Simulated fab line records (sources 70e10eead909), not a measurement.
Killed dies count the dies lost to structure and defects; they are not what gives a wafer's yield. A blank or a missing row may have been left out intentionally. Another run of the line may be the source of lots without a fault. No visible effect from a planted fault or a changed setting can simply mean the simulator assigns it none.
The tool behind it: which one?	flow nand-harc	Sampling: 7 lots, 21 wafers, 3 of 1302 route steps

WHAT THE GAUGES READ, wafer by wafer
NHARC_THIN_TSV_THK_MEAS_02: measures by ir.
lot	measured	on	thk-nm (nm)
L173	day 24 17:09	film-metro-02	3167 3020 3164
L175	day 25 11:08	film-metro-01	2892 3048 2910
L185	day 29 18:13	film-metro-02	2620 2864 2439
L186	day 30 00:54	film-metro-01	2750 2995 3172
L187	day 30 15:31	film-metro-01	2868 2458 2730
L189	day 32 02:26	film-metro-01	3331 3276 3157
L194	day 34 04:10	film-metro-02	2666 2821 2913

WHAT TOOL EACH LOT RAN ON (gives the tool, then ch and the chambers of the sampled wafers, and finally the start)
lot	NHARC_A_BONDPAD_PVD_27	NHARC_A_BONDPAD_ANNEAL_28
L173	pvd-sputter-03, day 24 04:41 or earlier	rtp-anneal-01 ch 0, day 24 04:41
L175	pvd-sputter-03, day 24 21:20 or earlier	rtp-anneal-02 ch 0, day 24 21:20
L185	pvd-sputter-03, day 29 01:58 or earlier	rtp-anneal-01 ch 0, day 29 01:58
L186	pvd-sputter-01, day 29 12:29 or earlier	rtp-anneal-02 ch 0, day 29 12:29
L187	pvd-sputter-02, day 30 01:56 or earlier	rtp-anneal-02 ch 0, day 30 01:56
L189	pvd-sputter-03, day 31 07:30 or earlier	rtp-anneal-01 ch 0, day 31 07:30
L194	pvd-sputter-02, day 33 16:01 or earlier	rtp-anneal-02 ch 0, day 33 16:01
- NHARC_A_BONDPAD_PVD_27: deposits Cu, target thk 30 nm, time 20.49 s.
- NHARC_A_BONDPAD_ANNEAL_28: time 90 s.

THE ANSWER, worked out from the rows above alone
Rule: usual is defined by the lots themselves. Put in order of their means at a reading, lots are off if they are a third of the lots or fewer, leave a main group of 4 or more, and stand apart from it by a gap of 3 or more times the standard deviation of the main group's means; of several such gaps the widest counts. A main group whose means are all the same, to the digits that the tables above print for the reading, isn't used. Also off: a lot with no number at a reading for which 4 or more lots have one. The other lots that the step has rows for count as sound.
Across all readings shown, no lot is off: no conclusion can be drawn from this.

WHAT WAS PUT IN BY THE SIMULATOR
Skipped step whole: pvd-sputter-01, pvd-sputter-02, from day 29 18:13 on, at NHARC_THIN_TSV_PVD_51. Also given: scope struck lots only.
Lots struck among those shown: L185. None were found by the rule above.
